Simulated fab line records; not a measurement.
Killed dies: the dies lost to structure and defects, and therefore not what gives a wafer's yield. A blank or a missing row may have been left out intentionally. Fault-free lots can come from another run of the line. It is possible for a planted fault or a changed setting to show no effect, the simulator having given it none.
Chamber matching    flow n5 finfet    4 sister chambers for N5_BEOL_M0_STRIP_140 on rie diel-02
The step strips in CF4. 22 wafers are shown with their chamber, then 11 later ones without.

EACH WAFER AND ITS CHAMBER
wafer   chamber  showerhead plenum p Torr (Torr)  throttle valve pct (%)  oes product au (a.u.)
L085.2  2        1.85                             13.83                   0.71
L085.4  0        1.70                             13.63                   0.70
L085.6  3        1.85                             13.51                   0.88
L086.1  3        1.85                             13.52                   0.88
L086.2  1        1.84                             13.27                   0.86
L086.3  0        1.70                             13.66                   0.70
L086.4  2        1.85                             13.82                   0.70
L086.5  1        1.84                             13.28                   0.85
L086.6  0        1.70                             13.65                   0.70
L087.1  1        1.83                             13.31                   0.85
L087.2  0        1.70                             13.64                   0.70
L087.6  0        1.70                             13.66                   0.71
L090.1  2        1.85                             13.84                   0.71
L090.2  1        1.83                             13.28                   0.84
L090.3  0        1.70                             13.66                   0.69
L090.4  3        1.85                             13.55                   0.87
L090.5  3        1.84                             13.54                   0.86
L090.6  0        1.70                             13.64                   0.70
L089.1  2        1.85                             13.86                   0.71
L089.2  1        1.83                             13.30                   0.85
L089.3  0        1.70                             13.67                   0.69
L089.4  3        1.84                             13.54                   0.86

SIGNATURES, as means of the wafers listed above
reading                   chamber 0  chamber 1  chamber 2  chamber 3  scatter within a chamber
showerhead plenum p Torr  1.7000     1.8340     1.8500     1.8460     0.00365
throttle valve pct        13.6513    13.2880    13.8375    13.5320    0.0155
oes product au            0.6987     0.8500     0.7075     0.8700     0.00731
Rule: distance of a wafer from a chamber = root of the sum over the readings of ((wafer's reading minus chamber's mean) / reading's scatter) squared. The wafer belongs to the nearest chamber; if the next one is less than 2 further off, it can't be placed. How the scatter is found: for the shown wafers, subtract from each reading the mean of its chamber, square and add these, divide the total by (wafers less chambers), then take the root.

WAFERS WITHOUT THEIR CHAMBER
wafer   showerhead plenum p Torr (Torr)  throttle valve pct (%)  oes product au (a.u.)
L089.5  1.83                             13.31                   0.84
L089.6  1.70                             13.67                   0.69
L092.2  1.84                             13.85                   0.69
L092.5  1.84                             13.87                   0.69
L092.6  1.83                             13.32                   0.83
L094.4  1.84                             13.86                   0.69
L094.5  1.70                             13.68                   0.69
L094.6  1.84                             13.58                   0.86
L095.2  1.84                             13.58                   0.86
L095.4  1.83                             13.34                   0.82
L095.5  1.70                             13.70                   0.69

WHICH CHAMBER EACH ONE RAN IN
wafer   from the rows above  in truth
L089.5  1                    1
L089.6  0                    0
L092.2  2                    2
L092.5  2                    2
L092.6  1                    1
L094.4  2                    2
L094.5  0                    0
L094.6  3                    3
L095.2  3                    3
L095.4  1                    1
L095.5  0                    0
11 of 11 placed correctly. Can't be placed from these rows: 0. Wrongly placed: 0.
